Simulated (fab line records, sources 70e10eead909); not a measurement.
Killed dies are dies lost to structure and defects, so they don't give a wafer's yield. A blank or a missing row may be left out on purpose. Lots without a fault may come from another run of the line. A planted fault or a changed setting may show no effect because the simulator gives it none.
fab line records | flow nand_harc
record lots=6 wafers=18 last_day=33
route steps=1302 shown P_BONDPAD@356
lots that met no fault: from a run of the same line without faults
start_h: hours from the record's first day to the start of the lot's first wafer shown | wait_h: hours since the lot's step before | " the same as in the row above | L1.1+2: a row that stands for several wafers | - no value, or no start given | * or withheld: withheld | < > ~ a bound
route shown NAME@n: a module of which the file shows steps, and the number in the route of the first | usual: mean/standard deviation of fault-free wafers | same: alike in all rows | chamber/n: place in a boat | sites: the reading at each site | _std_site: their standard deviation | _edge_site: outer sites' mean less inner sites' | radius_mm: how far each site lies from the wafer's centre | mask NAME#n: copy n | behind: the tool/chamber that last shaped the wafer | hold: why the lot was held/for how many hours/how that ended | device: the transistor (n, p or np) that didn't switch | end of line: the same wafers' tests at the end of the route | a step without rows: its recipe alone | killed: dies lost to structure and defects at the first sort, not the wafer's yield | map: a wafer's dies, x killed, . not, _ none there
set.NAME: the setting as run; set.NAME@STEP: as run at that earlier step | model.NAME: the simulator's own value behind a step, which no gauge read
lots at some steps of the route; a table a step, a row a wafer
services: from which hour (start_h, from the record's first day; less than 0 if before it) a tool's chamber was out of use, for how many hours, and why
## steps
# step NHARC_P_BONDPAD_HMDS_02
# recipe time_s=30
# step NHARC_P_BONDPAD_COAT_36
# recipe temp_c=200 time_s=65
# step NHARC_P_BONDPAD_COAT_03
# recipe spin_rpm=2000 resist_thk_nm=600
# step NHARC_P_BONDPAD_SOFTBAKE_04
# recipe temp_c=125 time_s=70
# step NHARC_P_BONDPAD_EBR_05
# step NHARC_P_BONDPAD_EXPOSE_06
# recipe na=0.55 dose_mj=37.06 mask_id=P_BPAD
# step NHARC_P_BONDPAD_PEB_07
# recipe peb_temp_c=128 peb_time_s=80
# step NHARC_P_BONDPAD_DEVELOP_08
# recipe time_s=50 dev_temp_c=22
# step NHARC_P_BONDPAD_CD_MEAS_09
# recipe target_cd_nm=500 landing_energy_ev=500
# usual cd_nm=499.7/2.7
# columns lot.wafer tool chamber start_h wait_h cd_nm
L209.1 cd_sem-02 0 130.22 - 501.2
L209.4 " 0 " " 498.9
L209.6 " 0 " " 499.0
L210.1 cd_sem-03 0 146.64 - 499.5
L210.3 " 0 " " 499.4
L210.6 " 0 " " 498.4
L213.2 cd_sem-02 0 171.44 - 498.9
L213.4 " 0 " " 498.4
L213.6 " 0 " " 495.4
L230.1 cd_sem-03 0 340.24 - 502.0
L230.2 " 0 " " 499.6
L230.4 " 0 " " 497.4
L231.1 cd_sem-03 0 353.43 - 501.3
L231.4 " 0 " " 498.3
L231.6 " 0 " " 500.1
L232.1 cd_sem-03 0 359.93 - 501.5
L232.2 " 0 " " 497.5
L232.5 " 0 " " 501.6
# step NHARC_P_BONDPAD_OVL_MEAS_38
# usual overlay_x_nm=0/4.3 overlay_y_nm=-2/6.6
# columns lot.wafer tool chamber start_h wait_h overlay_x_nm overlay_y_nm
L209.1 overlay-01 - 130.31 - 0 -4
L209.4 " - " " 0 -4
L209.6 " - " " 0 -4
L210.1 overlay-02 - 146.73 - 4 -9
L210.3 " - " " 4 -10
L210.6 " - " " 4 -10
L213.2 overlay-01 - 171.54 - 6 -13
L213.4 " - " " 6 -13
L213.6 " - " " 5 -13
L230.1 overlay-02 - 340.33 - -9 2
L230.2 " - " " -8 3
L230.4 " - " " -8 3
L231.1 overlay-01 - 353.52 - -1 5
L231.4 " - " " 0 5
L231.6 " - " " -1 5
L232.1 overlay-02 - 360.02 - -3 -4
L232.2 " - " " -2 -4
L232.5 " - " " -2 -4
# step NHARC_P_BONDPAD_HARDBAKE_10
# recipe temp_c=118 time_s=65
# step NHARC_P_BONDPAD_DESCUM_11
# recipe time_s=3 o2_flow_sccm=200 ar_flow_sccm=0 bias_power_w=0 chemistry=O2
# usual drypump_motor_current_A=5.6/0.41 oes_product_au=1.005/0.012 rf_vpp_V=57.9/0.9 showerhead_plenum_p_Torr=1.94/0.086 throttle_valve_pct=11.311/0.0096
# same time_s=3
# columns lot.wafer tool chamber start_h wait_h drypump_motor_current_A oes_product_au rf_hours_counter_h rf_vpp_V showerhead_plenum_p_Torr throttle_valve_pct
L209.1 rie_diel-11 0 130.45 - 6.0 0.998 1.1 57.3 2.04 11.307
L209.4 " 1 " " 5.0 1.013 1.1 57.3 1.91 11.317
L209.6 " 2 " " 5.5 1.031 - 59.6 1.98 11.318
L210.1 rie_diel-08 2 146.86 - 5.0 1.018 10.1 56.2 1.87 11.313
L210.3 " 0 " " 5.3 1.000 7.2 58.1 1.83 11.309
L210.6 " 1 " " 5.2 1.011 - 58.0 2.03 11.314
L213.2 rie_diel-08 0 171.66 - 5.3 1.012 8.8 58.1 1.83 11.325
L213.4 " 2 " " 5.0 1.014 11.5 57.7 1.86 11.310
L213.6 " 1 " " 5.2 1.018 - 58.7 2.03 11.318
L230.2 rie_diel-11 2 340.45 - 5.5 1.007 1.8 57.9 1.98 11.308
L230.1 " 3 " " 5.9 1.002 1.9 57.8 1.97 11.323
L230.4 " 1 " " 5.0 1.007 1.9 59.4 1.90 11.316
L231.1 rie_diel-11 3 353.64 - 5.9 0.987 2.0 58.0 1.97 11.306
L231.6 " 0 " " 6.0 1.009 - 58.8 2.04 11.309
L231.4 " 1 " " 5.0 0.999 - 58.9 1.90 11.309
L232.1 rie_diel-02 1 360.15 - 5.7 0.985 6.2 58.0 1.81 11.309
L232.2 " 3 " " 6.2 1.019 7.0 56.3 2.01 11.312
L232.5 " 0 " " 5.5 0.978 - 58.5 2.03 11.299
# step NHARC_P_BONDPAD_ETCH_37
# recipe target_depth_a=600 overetch_a=180 time_s=65.91 ion_energy_ev=200 n2_flow_sccm=150 h2_flow_sccm=150 ar_flow_sccm=0 rf_w=400 bias_w=150 chemistry=N2/H2
# usual drypump_motor_current_A=5.7/0.42 oes_product_au=1.004/0.012 rf_vpp_V=431.0/2.6 run_length_s=87.3/0.4 showerhead_plenum_p_Torr=2.06/0.094 throttle_valve_pct=14.171/0.0094
# columns lot.wafer tool chamber start_h wait_h drypump_motor_current_A oes_product_au rf_hours_counter_h rf_vpp_V run_length_s showerhead_plenum_p_Torr throttle_valve_pct
L209.4 rie_diel-11 1 130.53 0.1 5.0 0.995 1.1 429.7 87.1 2.03 14.159
L209.1 " 2 " " 5.5 1.015 1.1 432.5 87.5 2.11 14.161
L209.6 " 0 " " 6.1 0.997 - 433.9 87.3 2.18 14.176
L210.1 rie_diel-08 0 146.94 0.1 5.4 1.004 7.2 428.1 87.0 1.95 14.155
L210.3 " 2 " " 5.0 1.019 10.1 429.1 87.0 1.99 14.162
L210.6 " 0 " " 5.3 1.002 - 428.2 86.9 1.95 14.170
L213.2 rie_diel-08 3 171.75 0.1 6.5 0.999 11.2 430.5 87.4 2.01 14.169
L213.4 " 2 " " 4.9 1.013 11.5 430.4 86.8 1.99 14.172
L213.6 " 3 " " 6.5 1.007 - 430.5 87.5 2.01 14.181
L230.1 rie_diel-11 2 340.54 0.1 5.6 1.020 1.8 432.5 87.8 2.11 14.172
L230.4 " 3 " " 6.0 1.012 1.9 432.2 86.7 2.10 14.166
L230.2 " 0 " " 6.1 1.028 2.0 433.3 64.9 2.18 14.183
L231.1 rie_diel-11 0 353.76 0.1 6.1 1.034 2.2 434.7 64.9 2.18 14.172
L231.4 " 3 " " 5.9 0.987 - 431.4 87.0 2.10 14.163
L231.6 " 0 " " 6.0 1.013 - 435.8 65.3 2.18 14.176
L232.1 rie_diel-02 2 360.24 0.1 5.6 1.004 7.5 429.0 86.9 1.95 14.163
L232.2 " 3 " " 6.2 1.018 7.0 433.5 87.4 2.15 14.172
L232.5 " 1 " " 5.7 0.980 - 426.7 87.7 1.93 14.170
# step NHARC_P_BONDPAD_ETCH_12
# recipe target_depth_a=2000 time_s=100 chf3_flow_sccm=50 o2_flow_sccm=10 ar_flow_sccm=200 rf_w=500 bias_w=200 chemistry=CHF3/O2
# usual drypump_motor_current_A=5.7/0.39 oes_product_au=0.947/0.023 rf_vpp_V=371.2/2.5 run_length_s=121.5/0.44 showerhead_plenum_p_Torr=2.43/0.11 throttle_valve_pct=20.571/0.0093
# same time_s=100
# columns lot.wafer tool chamber start_h wait_h drypump_motor_current_A oes_product_au rf_hours_counter_h rf_vpp_V run_length_s showerhead_plenum_p_Torr throttle_valve_pct
L209.1 rie_diel-11 0 - - 6.1 0.973 1.2 374.3 121.5 2.55 20.582
L209.4 " 1 " " 5.0 0.966 1.1 373.1 120.9 2.39 20.569
L209.6 " 1 " " 5.0 0.981 - 370.6 121.4 2.39 20.570
L210.1 rie_diel-08 0 - - 5.4 0.930 7.2 369.4 121.3 2.30 20.562
L210.3 " 2 " " 5.0 0.939 10.1 369.1 120.6 2.35 20.578
L210.6 " 1 " " 5.2 0.937 - 373.6 122.2 2.54 20.555
L213.4 rie_diel-08 2 - - 5.0 0.936 11.6 368.8 120.7 2.34 20.568
L213.2 " 0 " " 5.4 0.923 8.9 367.0 121.3 2.30 20.569
L213.6 " 2 " " 4.9 0.949 - 369.9 121.0 2.34 20.555
L230.4 rie_diel-11 3 - - 5.9 0.925 1.9 371.4 121.0 2.47 20.574
L230.2 " 0 " " 6.0 0.939 2.1 373.9 121.1 2.55 20.578
L230.1 " 2 " " 5.6 0.918 1.8 372.5 121.9 2.48 20.580
L231.1 rie_diel-11 0 - - 6.0 0.945 2.2 373.7 120.9 2.55 20.574
L231.4 " 1 " " 5.0 0.929 - 371.4 121.1 2.39 20.570
L231.6 " 0 " " 6.1 0.938 - 373.9 120.9 2.55 20.584
L232.2 rie_diel-02 0 - - 5.5 0.904 5.8 372.8 121.7 2.54 20.580
L232.1 " 3 " " 6.2 0.932 7.1 372.5 121.8 2.52 20.564
L232.5 " 0 " " 5.5 0.908 - 373.9 121.3 2.54 20.563
## services
# columns tool chamber start_h hours kind
rie_diel-02 3 107.16 4.2 repair
rie_diel-11 0 112.00 - clean
rie_diel-11 1 112.00 - clean
rie_diel-11 2 112.00 - clean
rie_diel-11 3 112.00 - clean
rie_diel-08 1 112.78 9.7 repair
rie_diel-11 0 136.53 - clean
rie_diel-11 1 136.53 - clean
rie_diel-11 2 136.53 - clean
rie_diel-11 3 136.53 - clean
rie_diel-11 0 161.03 - clean
rie_diel-11 1 161.03 - clean
rie_diel-11 2 161.03 - clean
rie_diel-11 3 161.03 - clean
rie_diel-02 1 169.67 2.5 repair
rie_diel-08 2 181.54 8.8 repair
rie_diel-08 - 190.86 9.0 pm
rie_diel-02 3 197.08 4.0 repair
rie_diel-11 3 210.32 36.4 repair
rie_diel-02 - 216.93 9.0 pm
rie_diel-11 - 255.50 9.0 pm
rie_diel-08 1 274.08 4.2 repair
rie_diel-11 3 285.73 8.3 repair
rie_diel-11 2 351.18 5.2 repair
## key
first_sign step=NHARC_P_BONDPAD_ETCH_37 reading=run_length_s direction=down sigmas=56 usual=* struck=*
effect none on later readings
met_at NHARC_P_BONDPAD_ETCH_37
struck_wafers L230.2,L231.1,L231.6
later_rows_left_out L230.2,L231.6
sort_left_out L230.2,L231.1,L231.6
onset_between 130.53 340.54
fault kind=process_parameter_drift tool=rie_diel-11 chamber=0 onset_h=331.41 steps=NHARC_P_BONDPAD_ETCH_37 channel=time_s offset=* shape=step end_h=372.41 acts_in=* stated=*
# sort_left_out: the simulated sort isn't trusted on such a fault, so these wafers' sort isn't shown, and their yield isn't known
# later_rows_left_out: the simulator's readings of these wafers behind a module that went badly wrong aren't trusted and aren't shown, but for the sort
